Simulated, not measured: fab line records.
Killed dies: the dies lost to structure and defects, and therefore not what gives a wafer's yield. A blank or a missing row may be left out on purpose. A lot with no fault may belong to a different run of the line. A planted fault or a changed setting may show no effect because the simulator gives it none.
Chamber matching :: flow nand-harc :: NHARC_A_M1_DEP_33 on pecvd-02: 3 sister chambers
The step deposits SiCN, target thk 30 nm. 18 wafers are shown with their chamber, then 9 later ones without.

## WAFERS PAIRED WITH THEIR CHAMBERS
wafer: L074.1
chamber: 2
heater-power-w (W): 597

wafer: L074.5
chamber: 1
heater-power-w (W): 619

wafer: L074.6
chamber: 2
heater-power-w (W): 596

wafer: L075.2
chamber: 2
heater-power-w (W): 623

wafer: L075.3
chamber: 1
heater-power-w (W): 519

wafer: L075.6
chamber: 1
heater-power-w (W): 531

wafer: L076.1
chamber: 2
heater-power-w (W): 591

wafer: L076.3
chamber: 1
heater-power-w (W): 592

wafer: L076.4
chamber: 2
heater-power-w (W): 612

wafer: L086.2
chamber: 1
heater-power-w (W): 610

wafer: L086.4
chamber: 1
heater-power-w (W): 605

wafer: L086.6
chamber: 0
heater-power-w (W): 638

wafer: L089.2
chamber: 2
heater-power-w (W): 625

wafer: L089.3
chamber: 0
heater-power-w (W): 681

wafer: L089.6
chamber: 2
heater-power-w (W): 612

wafer: L087.4
chamber: 1
heater-power-w (W): 606

wafer: L087.5
chamber: 2
heater-power-w (W): 630

wafer: L087.6
chamber: 0
heater-power-w (W): 573

SIGNATURES, as means of the wafers listed above
reading: heater-power-w
chamber 0: 630.67
chamber 1: 583.14
chamber 2: 610.75
scatter within a chamber: 34
Rule: a wafer's distance from a chamber is the root of the sum, over the readings, of the square of ((its reading less the chamber's mean) divided by the reading's scatter). If the next closest chamber is less than 2 further off than the closest, the wafer can't be placed; otherwise it belongs to the closest. How the scatter is found: for the shown wafers, subtract from each reading the mean of its chamber, square and add these, divide the total by (wafers less chambers), then take the root.

## WAFERS WITH NO CHAMBER GIVEN
wafer: L092.2
heater-power-w (W): 647

wafer: L092.5
heater-power-w (W): 647

wafer: L092.6
heater-power-w (W): 551

wafer: L093.1
heater-power-w (W): 639

wafer: L093.2
heater-power-w (W): 620

wafer: L093.5
heater-power-w (W): 640

wafer: L097.3
heater-power-w (W): 629

wafer: L097.4
heater-power-w (W): 632

wafer: L097.6
heater-power-w (W): 626

## CHAMBER TAKEN BY EACH
wafer: L092.2
from the rows above: can't be placed: 0 or 2 or 1
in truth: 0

wafer: L092.5
from the rows above: can't be placed: 0 or 2 or 1
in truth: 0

wafer: L092.6
from the rows above: can't be placed: 1 or 2 or 0
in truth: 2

wafer: L093.1
from the rows above: can't be placed: 0 or 2 or 1
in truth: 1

wafer: L093.2
from the rows above: can't be placed: 2 or 0 or 1
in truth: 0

wafer: L093.5
from the rows above: can't be placed: 0 or 2 or 1
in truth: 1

wafer: L097.3
from the rows above: can't be placed: 0 or 2 or 1
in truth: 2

wafer: L097.4
from the rows above: can't be placed: 0 or 2 or 1
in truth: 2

wafer: L097.6
from the rows above: can't be placed: 0 or 2 or 1
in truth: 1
Correct placement for 0 of the 9. Unplaceable from these rows: 9, with the true chamber sitting among the candidates in 9. Placed wrongly: 0.
